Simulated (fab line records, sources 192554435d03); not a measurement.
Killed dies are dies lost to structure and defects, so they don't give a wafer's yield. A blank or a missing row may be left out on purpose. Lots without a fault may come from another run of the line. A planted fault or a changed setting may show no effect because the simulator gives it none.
A struck lot beside a sound one | flow n5_finfet | 19 steps out of a route of 1938
Sound: wafers L677.3, L677.4, L677.5. Struck: wafers L683.3, L683.4, L683.5. The cause comes at the end.
At each step with rows: each side's tool, then ch and its chambers, then its first start. Under that, the readings that differ: sound wafers | struck wafers | difference of the means | sigmas: that difference in standard deviations of wafers without a fault.
alike: readings whose means differ by less than 2 such deviations, and words and numbers that are the same on both sides. not compared: withheld readings, readings that some wafer has no value for, bounds like >300 that may hide the same value, and numbers for which the record gives no deviation and whose values overlap.
The two part at a step that has a row with sigmas, a row that says differs or no value, or rows on one side only. Numbers that don't overlap but have no deviation are shown without sigmas and don't part them. A reading that every wafer of one side lacks parts them only if that side has two wafers or more.

N5_BEOL_M3_RS_MEAS_58: measures by four-point-probe.
  sound on film_metro-01, day 8 18:43; struck on film_metro-02, day 10 17:41
  alike: M3_RS
N5_BEOL_M3_INSPECT_59: inspects for defects (darkfield).
  sound on defect_inspect-01, day 8 18:44; struck on defect_inspect-02, day 10 17:43
  alike: raw_defect_count
N5_BEOL_M4_ILD_DEP_00: deposits SiOC from DEMS/O2, target thk 79 nm, time 15.3 s.
  sound on pecvd-01 ch 1,2, day 8 18:46; struck on pecvd-03 ch 0,2, day 10 17:44
  alike: heater_power_w, showerhead_plenum_p_Torr, throttle_valve_pct
  not compared: since_wet_clean_h
N5_BEOL_M4_THK_MEAS_01:
  sound on film_metro-01, day 8 18:50; struck on film_metro-01, day 10 17:49
  alike: M4_ILD_THK
N5_BEOL_M4_PECVD_72: deposits SiO2 from TEOS/O2, target thk 16 nm, time 18 s.
  sound on pecvd-02 ch 0,1,2, day 8 18:53; struck on pecvd-01 ch 1,2, day 10 17:51
  alike: heater_power_w, showerhead_plenum_p_Torr, throttle_valve_pct
  not compared: since_wet_clean_h
N5_BEOL_M4_HM_DEP_02: deposits TiN, target thk 20 nm.
  sound on pvd_sputter-02, day 8 19:26; struck on pvd_sputter-03, day 10 19:24
  alike: throttle_valve_pct
then, 6 steps without rows for these wafers: N5_BEOL_M4_COAT_61 (time 60 s, resist thk 60 nm); N5_BEOL_M4_COAT_62 (time 60 s, resist thk 12 nm); N5_BEOL_M4_COAT_73 (time 60 s, resist thk 5 nm); N5_BEOL_M4_COAT_05 (resist thk 30 nm); N5_BEOL_M4_EBR_07; N5_BEOL_M4_SOFTBAKE_06 (time 60 s).
N5_BEOL_M4_EXPOSE_08: exposes mask M4.
  sound on euv_scanner-02 ch 0, day 8 19:50; struck on euv_scanner-01 ch 0, day 10 19:48
  reading                         | sound          | struck      | difference | sigmas
  model.BEOL_M4.overlay_x_nm (nm) | -0.2 -0.2 -0.2 | 5.6 5.6 5.6 | +5.8       |
  alike: mask
then, 2 steps without rows for these wafers: N5_BEOL_M4_PEB_09 (peb time 60 s); N5_BEOL_M4_DEVELOP_10 (develop time 30 s).
N5_BEOL_M4_CD_MEAS_11: target cd 16.79 nm.
  sound on cd_sem-03 ch 0, day 8 19:58; struck on cd_sem-01 ch 0, day 10 19:55
  alike: cd_nm
N5_BEOL_M4_OVL_MEAS_12:
  sound on overlay-02 ch 0, day 8 20:00; struck on overlay-02 ch 0, day 10 19:58
  reading     | sound          | struck      | difference | sigmas
  M4_OVL (nm) | -1.4 -0.5 -0.5 | 5.8 6.2 6.3 | +6.9       | +11
N5_BEOL_M4_INSPECT_13: inspects for defects (brightfield).
  sound on defect_inspect-02, day 8 20:03; struck on defect_inspect-01, day 10 20:01
  alike: raw_defect_count
N5_BEOL_M4_RC_MEAS_101:
  sound on prober-01 ch 0, day 9 05:45; struck on prober-01 ch 0, day 12 05:40
  reading       | sound          | struck         | difference | sigmas
  SS_P (mV/dec) | 74.1 73.8 74.1 | 73.3 72.2 73.1 | -1.1       | -2
  alike: DIBL_N, DIBL_P, IOFF_N, IOFF_P, ION_N, ION_P, SS_N, VT_N, VT_P

WHERE THEY PART
First at N5_BEOL_M4_OVL_MEAS_12; last, within this record, at N5_BEOL_M4_RC_MEAS_101.

WHY: what the simulator had put in
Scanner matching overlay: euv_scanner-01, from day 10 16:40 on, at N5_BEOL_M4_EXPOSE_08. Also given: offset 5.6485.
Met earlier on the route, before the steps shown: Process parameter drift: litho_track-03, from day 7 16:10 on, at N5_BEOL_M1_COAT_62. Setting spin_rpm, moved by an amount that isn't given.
